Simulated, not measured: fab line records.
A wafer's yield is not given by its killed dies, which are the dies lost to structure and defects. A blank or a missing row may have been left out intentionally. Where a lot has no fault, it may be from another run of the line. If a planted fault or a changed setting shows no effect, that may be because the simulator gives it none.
The tool behind it: which one? -- flow n5Finfet -- Sampling: 24 lots, 72 wafers, 6 of 1938 route steps

## WHAT THE GAUGES SHOWED, per wafer
N5_BEOL_M8_OCD_MEAS_38.
lot,measured,on,trenchDepthNm (nm)
L074,day 10 21:49,ocd-02,93.1 93.3 91.9
L075,day 11 00:49,ocd-02,95.3 90.3 89.4
L076,day 11 01:08,ocd-02,91.8 93.2 92.2
L077,day 11 11:49,ocd-01,93.5 90.8 94.3
L078,day 11 17:53,ocd-02,93.9 92.6 88.7
L080,day 12 07:04,ocd-02,93.1 96.4 90.4
L079,day 12 12:26,ocd-01,94.0 92.6 92.5
L081,day 12 12:34,ocd-02,92.4 94.0 91.9
L082,day 12 19:23,ocd-01,92.8 93.6 93.9
L083,day 12 22:46,ocd-01,91.6 94.2 94.0
L084,day 13 03:36,ocd-01,92.5 92.2 93.6
L087,day 13 16:13,ocd-01,91.8 94.0 91.0
L085,day 13 23:22,ocd-02,92.9 91.7 95.0
L086,day 14 03:02,ocd-01,94.2 95.9 92.3
L089,day 14 07:00,ocd-02,90.7 93.7 90.7
L091,day 14 12:44,ocd-01,95.9 92.9 90.2
L088,day 14 14:10,ocd-02,92.4 94.8 93.5
L092,day 14 16:58,ocd-02,92.8 93.7 92.9
L090,day 15 05:55,ocd-01,91.9 93.0 93.7
L095,day 15 16:21,ocd-02,93.8 92.3 94.2
L093,day 15 18:56,ocd-02,90.5 93.9 91.9
L094,day 16 05:13,ocd-02,90.2 94.2 93.2
L097,day 17 03:27,ocd-02,90.2 93.1 91.5
L096,day 17 06:50,ocd-01,92.0 94.5 92.8

N5_BEOL_M9_INSPECT_13: inspects for defects (brightfield).
lot,measured,on,rawDefectCount
L074,day 11 04:49,defectInspect-01,445 352 405
L075,day 11 07:53,defectInspect-01,444 532 393
L076,day 11 08:06,defectInspect-01,435 360 502
L077,day 11 18:22,defectInspect-02,387 400 347
L078,day 12 00:40,defectInspect-02,430 311 410
L080,day 12 13:20,defectInspect-02,369 277 478
L079,day 12 17:26,defectInspect-02,446 389 437
L081,day 12 19:53,defectInspect-02,517 374 511
L082,day 12 23:59,defectInspect-02,295 396 402
L083,day 13 03:30,defectInspect-02,483 438 381
L084,day 13 09:22,defectInspect-02,512 598 305
L087,day 13 21:21,defectInspect-02,352 369 379
L085,day 14 03:55,defectInspect-02,518 449 371
L086,day 14 08:18,defectInspect-02,456 357 453
L089,day 14 13:01,defectInspect-02,465 377 342
L091,day 14 18:59,defectInspect-02,389 399 761
L088,day 14 19:42,defectInspect-01,267 344 337
L092,day 14 22:16,defectInspect-01,304 363 380
L090,day 15 10:15,defectInspect-01,485 338 433
L095,day 15 23:46,defectInspect-02,417 408 402
L093,day 16 00:35,defectInspect-02,390 542 483
L094,day 16 13:47,defectInspect-02,431 494 328
L097,day 17 07:49,defectInspect-02,422 397 414
L096,day 17 11:13,defectInspect-01,355 518 387

N5_BEOL_M9_CD_MEAS_28: target cd 70 nm.
lot,measured,on,cdNm (nm)
L074,day 11 06:52,cdSem-01,69.58 69.90 70.24
L075,day 11 11:13,cdSem-03,70.26 69.92 70.22
L076,day 11 11:38,cdSem-01,70.21 70.25 70.00
L077,day 11 19:28,cdSem-03,69.95 70.41 70.59
L078,day 12 02:22,cdSem-03,70.03 69.95 70.29
L080,day 12 15:28,cdSem-03,69.77 70.07 70.68
L079,day 12 18:41,cdSem-01,70.28 70.05 70.47
L081,day 12 22:06,cdSem-01,70.05 70.22 70.35
L082,day 13 02:37,cdSem-03,70.09 70.11 70.40
L083,day 13 05:26,cdSem-02,69.96 69.87 70.11
L084,day 13 10:41,cdSem-02,70.19 69.96 70.30
L087,day 13 22:34,cdSem-01,69.59 69.67 69.97
L085,day 14 06:13,cdSem-03,70.15 70.05 69.96
L086,day 14 11:12,cdSem-01,69.96 69.84 70.31
L089,day 14 14:06,cdSem-01,69.85 70.14 70.18
L091,day 14 21:02,cdSem-02,70.31 70.35 70.43
L088,day 14 20:53,cdSem-03,70.16 70.12 69.95
L092,day 14 23:11,cdSem-03,70.34 70.03 69.79
L090,day 15 11:53,cdSem-03,69.78 70.34 69.80
L095,day 16 04:35,cdSem-03,70.00 69.74 69.40
L093,day 16 04:32,cdSem-02,70.22 70.01 70.14
L094,day 16 17:38,cdSem-03,69.81 69.77 69.87
L097,day 17 09:36,cdSem-02,70.29 69.76 70.18
L096,day 17 12:56,cdSem-02,69.98 70.00 70.11

N5_BEOL_M9_OVL_MEAS_29.
lot,measured,on,V8_OVL (nm)
L074,day 11 06:56,overlay-01,-0.4 -0.7 0.0
L075,day 11 11:15,overlay-02,0.7 0.3 1.2
L076,day 11 11:40,overlay-02,0.0 -1.0 -1.1
L077,day 11 19:30,overlay-02,-0.9 0.0 -0.2
L078,day 12 02:24,overlay-02,-1.3 -0.6 -0.6
L080,day 12 15:31,overlay-01,-0.1 -1.1 -0.9
L079,day 12 18:43,overlay-02,-0.4 0.6 -1.0
L081,day 12 22:08,overlay-02,-1.5 -1.0 -1.2
L082,day 13 02:38,overlay-01,-0.8 -0.2 -0.3
L083,day 13 05:28,overlay-02,-1.6 -2.1 -0.8
L084,day 13 10:43,overlay-02,0.2 0.3 -1.0
L087,day 13 22:35,overlay-01,-0.1 0.9 1.0
L085,day 14 06:14,overlay-02,-1.8 -1.7 -1.2
L086,day 14 11:14,overlay-01,-0.5 -1.3 -0.8
L089,day 14 14:08,overlay-02,-0.1 0.2 -0.2
L091,day 14 21:04,overlay-02,-0.8 -0.1 -0.3
L088,day 14 20:55,overlay-01,-0.7 -0.8 -0.8
L092,day 14 23:14,overlay-01,-1.7 -1.3 -0.8
L090,day 15 11:55,overlay-02,-0.6 -0.9 -0.6
L095,day 16 04:37,overlay-01,-1.0 -0.8 -0.4
L093,day 16 04:34,overlay-02,-0.5 0.0 0.0
L094,day 16 17:40,overlay-02,-1.9 -2.4 -1.6
L097,day 17 09:38,overlay-01,0.2 -0.5 0.4
L096,day 17 12:58,overlay-02,-1.6 -1.5 -0.8

N5_BEOL_M9_INSPECT_30: inspects for defects (brightfield).
lot,measured,on,rawDefectCount
L074,day 11 06:59,defectInspect-01,435 371 428
L075,day 11 11:18,defectInspect-02,439 506 403
L076,day 11 11:43,defectInspect-01,445 375 489
L077,day 11 19:33,defectInspect-01,379 397 363
L078,day 12 02:28,defectInspect-01,421 337 440
L080,day 12 15:34,defectInspect-02,400 278 492
L079,day 12 18:46,defectInspect-02,447 380 439
L081,day 12 22:11,defectInspect-02,526 392 506
L082,day 13 02:42,defectInspect-02,299 384 388
L083,day 13 05:31,defectInspect-02,493 452 363
L084,day 13 10:50,defectInspect-02,508 633 292
L087,day 13 22:38,defectInspect-01,333 357 376
L085,day 14 06:18,defectInspect-01,528 473 365
L086,day 14 11:17,defectInspect-02,447 382 452
L089,day 14 14:11,defectInspect-01,473 374 370
L091,day 14 21:08,defectInspect-01,357 376 766
L088,day 14 20:58,defectInspect-01,269 349 338
L092,day 14 23:17,defectInspect-01,316 371 386
L090,day 15 11:59,defectInspect-01,485 350 416
L095,day 16 04:40,defectInspect-01,452 434 425
L093,day 16 04:38,defectInspect-02,382 588 479
L094,day 16 17:44,defectInspect-01,424 494 355
L097,day 17 09:41,defectInspect-02,413 401 409
L096,day 17 13:01,defectInspect-02,379 493 398

## EACH LOT AND THE TOOL THAT RAN IT (in order: tool; ch and the chambers of the sampled wafers; start)
lot,N5_BEOL_M8_TRENCH_ETCH_37
L074,"rieDiel-05 ch 0,1, day 10 21:49 or earlier"
L075,"rieDiel-05 ch 2,3, day 11 00:49 or earlier"
L076,"rieDiel-02 ch 0,2, day 11 01:08 or earlier"
L077,"rieDiel-02 ch 1,2,3, day 11 11:49 or earlier"
L078,"rieDiel-02 ch 1,2,3, day 11 17:53 or earlier"
L080,"rieDiel-05 ch 1,2,3, day 12 07:04 or earlier"
L079,"rieDiel-06 ch 0,1,2, day 12 12:26 or earlier"
L081,"rieDiel-05 ch 0,1,3, day 12 12:34 or earlier"
L082,"rieDiel-06 ch 0,1,3, day 12 19:23 or earlier"
L083,"rieDiel-02 ch 0,2,3, day 12 22:46 or earlier"
L084,"rieDiel-06 ch 0,1, day 13 03:36 or earlier"
L087,"rieDiel-05 ch 0,1, day 13 16:13 or earlier"
L085,"rieDiel-05 ch 0,2,3, day 13 23:22 or earlier"
L086,"rieDiel-05 ch 0,1,3, day 14 03:02 or earlier"
L089,"rieDiel-06 ch 0,3, day 14 07:00 or earlier"
L091,"rieDiel-05 ch 0,1,3, day 14 12:44 or earlier"
L088,"rieDiel-02 ch 0,2,3, day 14 14:10 or earlier"
L092,"rieDiel-02 ch 2,3, day 14 16:58 or earlier"
L090,"rieDiel-02 ch 0,2,3, day 15 05:55 or earlier"
L095,"rieDiel-06 ch 0,1, day 15 16:21 or earlier"
L093,"rieDiel-06 ch 0,3, day 15 18:56 or earlier"
L094,"rieDiel-05 ch 0,2, day 16 05:13 or earlier"
L097,"rieDiel-06 ch 0,3, day 17 03:27 or earlier"
L096,"rieDiel-02 ch 0,1,2, day 17 06:50 or earlier"
- N5_BEOL_M8_TRENCH_ETCH_37: etches SiCOH lowk in C4F6/O2, target depth 93.478 nm, time 31.2 s.

## WHAT THE TOOLS THEMSELVES READ (means of the sampled wafers that have a number; where no wafer has one, the mark that the record gives instead)
N5_BEOL_M8_TRENCH_ETCH_37.
lot,tool,drypumpMotorCurrentA (A),oesProductAu (a.u.),rfVppV (V),showerheadPlenumPTorr (Torr),throttleValvePct (%)
L074,rieDiel-05,5.9,0.71,664,2.81,21.11
L075,rieDiel-05,5.4,0.73,662,2.84,20.90
L076,rieDiel-02,5.4,0.73,653,2.89,21.09
L077,rieDiel-02,5.7,0.79,658,2.89,20.88
L078,rieDiel-02,5.7,0.79,658,2.89,20.89
L080,rieDiel-05,5.4,0.74,658,2.83,20.93
L079,rieDiel-06,5.9,0.78,674,2.85,20.87
L081,rieDiel-05,5.7,0.75,659,2.83,20.99
L082,rieDiel-06,5.8,0.79,659,2.85,20.86
L083,rieDiel-02,5.8,0.86,656,2.91,20.80
L084,rieDiel-06,5.8,0.82,668,2.87,20.82
L087,rieDiel-05,5.9,0.69,664,2.80,21.15
L085,rieDiel-05,5.7,0.81,662,2.83,20.85
L086,rieDiel-05,5.6,0.74,658,2.82,21.02
L089,rieDiel-06,5.8,0.73,655,2.82,20.96
L091,rieDiel-05,5.6,0.73,658,2.82,21.03
L088,rieDiel-02,5.8,0.83,657,2.91,20.83
L092,rieDiel-02,6.0,0.80,654,2.89,20.85
L090,rieDiel-02,5.8,0.82,656,2.90,20.84
L095,rieDiel-06,5.8,0.80,668,2.86,20.87
L093,rieDiel-06,5.8,0.72,655,2.82,20.99
L094,rieDiel-05,5.7,0.82,668,2.80,20.84
L097,rieDiel-06,5.8,0.71,655,2.81,21.00
L096,rieDiel-02,5.3,0.83,653,2.84,20.85

## THE ANSWER, worked out from the rows above alone
Rule: usual is defined by the lots themselves. The widest of any qualifying gaps counts: lots, ordered by their means at a reading, are off when they make up no more than a third of the lots, leave a main group of 4 or more, and stand apart from it by 3 or more times the standard deviation of that group's means. The tables above print the reading to a certain number of digits; a main group whose means all agree to those digits is not used. Also off: a lot with no number at a reading for which 4 or more lots have one. The other lots that the step has rows for count as sound. Order of review: gauges by route order, followed by the tools' own readings, for which a lot's mean as printed above is used. At the first step where some lot is off, the reading lying furthest off is the one used; lots without a number count as furthest.
Nothing can be told from this: no lot is off at any reading shown.

## WHAT HAD BEEN PUT IN BY THE SIMULATOR
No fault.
